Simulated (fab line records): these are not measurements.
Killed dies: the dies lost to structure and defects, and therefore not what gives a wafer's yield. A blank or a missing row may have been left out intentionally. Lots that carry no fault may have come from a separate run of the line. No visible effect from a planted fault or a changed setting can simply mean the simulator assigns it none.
Split-lot trial :: flow n5Finfet :: 39 wafers read across 7 lots, on a route 1938 steps long

== THE SPLIT ITSELF ==
At N5_BEOL_M2_DESCUM_16 (chemistry O2, time 7 s), the setting timeS was moved away from the recipe's 7 s on 15 of the 39 wafers read, by -54.1% to +44.3%. This setting was run at the recipe's value on the other wafers.

The split's own step is where the reading is taken.

== THE READING ==
CAR-EUV_of_BEOL_M2_COAT_05.thkNm (the simulator's own value, which no gauge read), in nm, at N5_BEOL_M2_DESCUM_16 (chemistry O2, time 7 s). The file gives no usual value for it. Here, 24 wafers ran the recipe; their average is 26.1 nm with a standard deviation of 0.18 nm.

wafer: L077.1
tool, chamber at the split: rieDiel-01, 1
timeS as run, s: 3.265
against the recipe: -53.4%
CAR-EUV_of_BEOL_M2_COAT_05.thkNm, nm: 28
against lot-mates on the recipe: +2.0

wafer: L077.4
tool, chamber at the split: rieDiel-01, 1
timeS as run, s: 3.265
against the recipe: -53.4%
CAR-EUV_of_BEOL_M2_COAT_05.thkNm, nm: 28
against lot-mates on the recipe: +2.0

wafer: L077.2
tool, chamber at the split: rieDiel-01, 3
timeS as run, s: 3.265
against the recipe: -53.4%
CAR-EUV_of_BEOL_M2_COAT_05.thkNm, nm: 27.8
against lot-mates on the recipe: +1.8

wafer: L077.3
tool, chamber at the split: rieDiel-01, 2,3,2
timeS as run, s: 7
against the recipe: recipe
CAR-EUV_of_BEOL_M2_COAT_05.thkNm, nm: 26
against lot-mates on the recipe: -

wafer: L077.5
tool, chamber at the split: rieDiel-01, 2,3,2
timeS as run, s: 7
against the recipe: recipe
CAR-EUV_of_BEOL_M2_COAT_05.thkNm, nm: 26
against lot-mates on the recipe: -

wafer: L077.6
tool, chamber at the split: rieDiel-01, 2,3,2
timeS as run, s: 7
against the recipe: recipe
CAR-EUV_of_BEOL_M2_COAT_05.thkNm, nm: 26
against lot-mates on the recipe: -

wafer: L083.1
tool, chamber at the split: rieDiel-02, 2,3
timeS as run, s: 7
against the recipe: recipe
CAR-EUV_of_BEOL_M2_COAT_05.thkNm, nm: 25.8
against lot-mates on the recipe: -

wafer: L083.5
tool, chamber at the split: rieDiel-02, 2,3
timeS as run, s: 7
against the recipe: recipe
CAR-EUV_of_BEOL_M2_COAT_05.thkNm, nm: 25.8
against lot-mates on the recipe: -

wafer: L083.2
tool, chamber at the split: rieDiel-02, 0,0,2
timeS as run, s: 3.714
against the recipe: -46.9%
CAR-EUV_of_BEOL_M2_COAT_05.thkNm, nm: 27.6
against lot-mates on the recipe: +1.7

wafer: L083.4
tool, chamber at the split: rieDiel-02, 0,0,2
timeS as run, s: 3.714
against the recipe: -46.9%
CAR-EUV_of_BEOL_M2_COAT_05.thkNm, nm: 27.6
against lot-mates on the recipe: +1.7

wafer: L083.6
tool, chamber at the split: rieDiel-02, 0,0,2
timeS as run, s: 3.714
against the recipe: -46.9%
CAR-EUV_of_BEOL_M2_COAT_05.thkNm, nm: 27.6
against lot-mates on the recipe: +1.7

wafer: L083.3
tool, chamber at the split: rieDiel-02, 3
timeS as run, s: 7
against the recipe: recipe
CAR-EUV_of_BEOL_M2_COAT_05.thkNm, nm: 26
against lot-mates on the recipe: -

wafer: L088.1
tool, chamber at the split: rieDiel-01, 3,0,0
timeS as run, s: 3.212
against the recipe: -54.1%
CAR-EUV_of_BEOL_M2_COAT_05.thkNm, nm: 28
against lot-mates on the recipe: +1.9

wafer: L088.4
tool, chamber at the split: rieDiel-01, 3,0,0
timeS as run, s: 3.212
against the recipe: -54.1%
CAR-EUV_of_BEOL_M2_COAT_05.thkNm, nm: 28
against lot-mates on the recipe: +1.9

wafer: L088.5
tool, chamber at the split: rieDiel-01, 3,0,0
timeS as run, s: 3.212
against the recipe: -54.1%
CAR-EUV_of_BEOL_M2_COAT_05.thkNm, nm: 28
against lot-mates on the recipe: +1.9

wafer: L088.2
tool, chamber at the split: rieDiel-01, 2,1
timeS as run, s: 7
against the recipe: recipe
CAR-EUV_of_BEOL_M2_COAT_05.thkNm, nm: 26
against lot-mates on the recipe: -

wafer: L088.6
tool, chamber at the split: rieDiel-01, 2,1
timeS as run, s: 7
against the recipe: recipe
CAR-EUV_of_BEOL_M2_COAT_05.thkNm, nm: 26
against lot-mates on the recipe: -

wafer: L088.3
tool, chamber at the split: rieDiel-01, 1
timeS as run, s: 7
against the recipe: recipe
CAR-EUV_of_BEOL_M2_COAT_05.thkNm, nm: 26.2
against lot-mates on the recipe: -

wafer: L089.1
tool, chamber at the split: rieDiel-03, 3,0,3
timeS as run, s: 10.1
against the recipe: +44.3%
CAR-EUV_of_BEOL_M2_COAT_05.thkNm, nm: 24.6
against lot-mates on the recipe: -1.5

wafer: L089.2
tool, chamber at the split: rieDiel-03, 3,0,3
timeS as run, s: 10.1
against the recipe: +44.3%
CAR-EUV_of_BEOL_M2_COAT_05.thkNm, nm: 24.6
against lot-mates on the recipe: -1.5

wafer: L089.6
tool, chamber at the split: rieDiel-03, 3,0,3
timeS as run, s: 10.1
against the recipe: +44.3%
CAR-EUV_of_BEOL_M2_COAT_05.thkNm, nm: 24.6
against lot-mates on the recipe: -1.5

wafer: L089.3
tool, chamber at the split: rieDiel-03, 2
timeS as run, s: 7
against the recipe: recipe
CAR-EUV_of_BEOL_M2_COAT_05.thkNm, nm: 26
against lot-mates on the recipe: -

wafer: L089.4
tool, chamber at the split: rieDiel-03, 2
timeS as run, s: 7
against the recipe: recipe
CAR-EUV_of_BEOL_M2_COAT_05.thkNm, nm: 26
against lot-mates on the recipe: -

wafer: L089.5
tool, chamber at the split: rieDiel-03, 0
timeS as run, s: 7
against the recipe: recipe
CAR-EUV_of_BEOL_M2_COAT_05.thkNm, nm: 26.2
against lot-mates on the recipe: -

wafer: L094.1
tool, chamber at the split: rieDiel-01, 1,0,1
timeS as run, s: 7
against the recipe: recipe
CAR-EUV_of_BEOL_M2_COAT_05.thkNm, nm: 26.4
against lot-mates on the recipe: -

wafer: L094.3
tool, chamber at the split: rieDiel-01, 1,0,1
timeS as run, s: 7
against the recipe: recipe
CAR-EUV_of_BEOL_M2_COAT_05.thkNm, nm: 26.4
against lot-mates on the recipe: -

wafer: L094.5
tool, chamber at the split: rieDiel-01, 1,0,1
timeS as run, s: 7
against the recipe: recipe
CAR-EUV_of_BEOL_M2_COAT_05.thkNm, nm: 26.4
against lot-mates on the recipe: -

wafer: L094.2
tool, chamber at the split: rieDiel-01, 2,3,2
timeS as run, s: 7
against the recipe: recipe
CAR-EUV_of_BEOL_M2_COAT_05.thkNm, nm: 26.2
against lot-mates on the recipe: -

wafer: L094.4
tool, chamber at the split: rieDiel-01, 2,3,2
timeS as run, s: 7
against the recipe: recipe
CAR-EUV_of_BEOL_M2_COAT_05.thkNm, nm: 26.2
against lot-mates on the recipe: -

wafer: L094.6
tool, chamber at the split: rieDiel-01, 2,3,2
timeS as run, s: 7
against the recipe: recipe
CAR-EUV_of_BEOL_M2_COAT_05.thkNm, nm: 26.2
against lot-mates on the recipe: -

wafer: L095.4
tool, chamber at the split: rieDiel-02, 2,3
timeS as run, s: 7
against the recipe: recipe
CAR-EUV_of_BEOL_M2_COAT_05.thkNm, nm: 25.8
against lot-mates on the recipe: -

wafer: L095.5
tool, chamber at the split: rieDiel-02, 2,3
timeS as run, s: 7
against the recipe: recipe
CAR-EUV_of_BEOL_M2_COAT_05.thkNm, nm: 25.8
against lot-mates on the recipe: -

wafer: L095.6
tool, chamber at the split: rieDiel-02, 1
timeS as run, s: 7
against the recipe: recipe
CAR-EUV_of_BEOL_M2_COAT_05.thkNm, nm: 26
against lot-mates on the recipe: -

wafer: L097.1
tool, chamber at the split: rieDiel-02, 3,3,1
timeS as run, s: 3.923
against the recipe: -44.0%
CAR-EUV_of_BEOL_M2_COAT_05.thkNm, nm: 27.6
against lot-mates on the recipe: +1.5

wafer: L097.5
tool, chamber at the split: rieDiel-02, 3,3,1
timeS as run, s: 3.923
against the recipe: -44.0%
CAR-EUV_of_BEOL_M2_COAT_05.thkNm, nm: 27.6
against lot-mates on the recipe: +1.5

wafer: L097.6
tool, chamber at the split: rieDiel-02, 3,3,1
timeS as run, s: 3.923
against the recipe: -44.0%
CAR-EUV_of_BEOL_M2_COAT_05.thkNm, nm: 27.6
against lot-mates on the recipe: +1.5

wafer: L097.2
tool, chamber at the split: rieDiel-02, 2
timeS as run, s: 7
against the recipe: recipe
CAR-EUV_of_BEOL_M2_COAT_05.thkNm, nm: 26
against lot-mates on the recipe: -

wafer: L097.4
tool, chamber at the split: rieDiel-02, 2
timeS as run, s: 7
against the recipe: recipe
CAR-EUV_of_BEOL_M2_COAT_05.thkNm, nm: 26
against lot-mates on the recipe: -

wafer: L097.3
tool, chamber at the split: rieDiel-02, 1
timeS as run, s: 7
against the recipe: recipe
CAR-EUV_of_BEOL_M2_COAT_05.thkNm, nm: 26.2
against lot-mates on the recipe: -
If several chambers appear in one row, that row covers several wafers at once and the file leaves open which wafer was in which chamber.

THE FIT
A straight line over all 39 wafers: CAR-EUV_of_BEOL_M2_COAT_05.thkNm changes by -0.0343 nm for each +1% of timeS; r = -0.99; the points scatter about the line by 0.15 nm.
The same after taking each lot's own level away (the mean of its wafers on the recipe; 39 wafers): -0.0353 nm for each +1%; r = -1.00; scatter 0.084 nm.
According to that fit, moving timeS by its largest amount changes the reading by 1.9 nm.
Measured against the standard deviation above, the lots' own levels, which go from 25.87 to 26.30 nm, span 2.4 times it.
So the lot-to-lot level changes the slope little: the two slopes agree.
Check: +1.93 nm against its lot-mates is what the line predicts for one of the wafers moved furthest among these (-54.1%) when that wafer is left out of the fit. It came out at +1.93 nm against them.

== FILE'S OWN FIT ==
CAR-EUV_of_BEOL_M2_COAT_05.thkNm changes by -0.0355 nm for each +1% of timeS, r = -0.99.
